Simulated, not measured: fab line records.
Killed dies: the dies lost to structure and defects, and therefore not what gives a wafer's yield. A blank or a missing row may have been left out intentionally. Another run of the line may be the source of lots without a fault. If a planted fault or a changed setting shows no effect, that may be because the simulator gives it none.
Struck lot and sound lot, side by side ; flow n5 finfet ; 23 out of 1938 route steps
Sound: these wafers, L168.3, L168.5, L168.6. Struck: wafers L155.1, L155.6 (left out: L155.2, a lot-mate that was not struck); the cause follows at the end.
Per side, at each step with rows, come the tool, then ch with its chambers, and then its first start. Under that, the readings that differ: sound wafers ; struck wafers ; difference of the means ; sigmas: that difference in standard deviations of wafers without a fault.
alike: readings with means less than 2 such deviations apart, plus words and numbers identical on both sides. not compared: withheld readings, readings lacking a value on some wafer, bounds such as >300 that could conceal the same value, and numbers that have no deviation in the record and whose values overlap.
The two part at a step that has a row with sigmas, a row that says differs or no value, or rows on one side only. When numbers do not overlap yet have no deviation, they are printed without sigmas and do not part them. A reading that every wafer of one side lacks parts them only if that side has two wafers or more.

first, 9 steps without rows for these wafers: N5_BEOL_M9_SOFTBAKE_06 (time 60 s); N5_BEOL_M9_EXPOSE_08 (exposes mask M9); N5_BEOL_M9_PEB_09 (peb time 60 s); N5_BEOL_M9_DEVELOP_10 (develop time 30 s); N5_BEOL_M9_DESCUM_16 (chemistry O2, time 7.9 s); N5_BEOL_M9_ETCH_61 (etches SiARC in CF4, target depth 39 nm, time 65 s); N5_BEOL_M9_ETCH_62 (etches SOC in N2/H2, target depth 110 nm, overetch 22 nm, time 165 s); N5_BEOL_M9_STRIP_68 (strips in N2/H2); N5_BEOL_M9_STRIP_67 (strips in CF4).
N5_BEOL_M9_HM_OPEN_17: chemistry Cl2/BCl3, target TiN, target depth 20 nm, overetch 6 nm.
  sound on rie metal-01 ch 0,1, day 16 17:35; struck on rie metal-01 ch 1, day 12 15:41
  alike: drypump motor current A, mfc cl2 sccm, oes product au, throttle valve pct
  not compared: rf hours counter h
then, 10 steps without rows for these wafers: N5_BEOL_M9_STRIP_19 (strips in O2); N5_BEOL_M9_COAT_63 (time 60 s, resist thk 60 nm); N5_BEOL_M9_COAT_64 (time 60 s, resist thk 12 nm); N5_BEOL_M9_COAT_75 (time 60 s, resist thk 5 nm); N5_BEOL_M9_COAT_22 (resist thk 30 nm); N5_BEOL_M9_EBR_24; N5_BEOL_M9_SOFTBAKE_23 (time 60 s); N5_BEOL_M9_EXPOSE_25 (exposes mask V8); N5_BEOL_M9_PEB_26 (peb time 60 s); N5_BEOL_M9_DEVELOP_27 (develop time 30 s).
N5_BEOL_M9_INSPECT_30: inspects for defects (brightfield).
  sound on defect inspect-01, day 16 19:19; struck on defect inspect-01, day 12 17:38
reading;sound;struck;difference;sigmas
raw defect count;366 428 291;668 708;+326;+4
then, 1 step without rows for these wafers: N5_BEOL_M9_DESCUM_33 (chemistry O2, time 7 s).
-- a jump in the record: the struck wafers' starts before and after are 3 days apart (it breaks off in module BEOL_M9 and resumes in module PASSIVATION, where the first step shown is number 1936 of the route) --
N5_PASSIVATION_PROBE_49:
  rows exist in the record for the struck wafers here (prober-01, day 15 10:01), but not for the sound ones

WHERE THEY PART
Last at N5_PASSIVATION_PROBE_49 as far as this record goes, first at N5_BEOL_M9_INSPECT_30.

WHY: what the simulator had put in
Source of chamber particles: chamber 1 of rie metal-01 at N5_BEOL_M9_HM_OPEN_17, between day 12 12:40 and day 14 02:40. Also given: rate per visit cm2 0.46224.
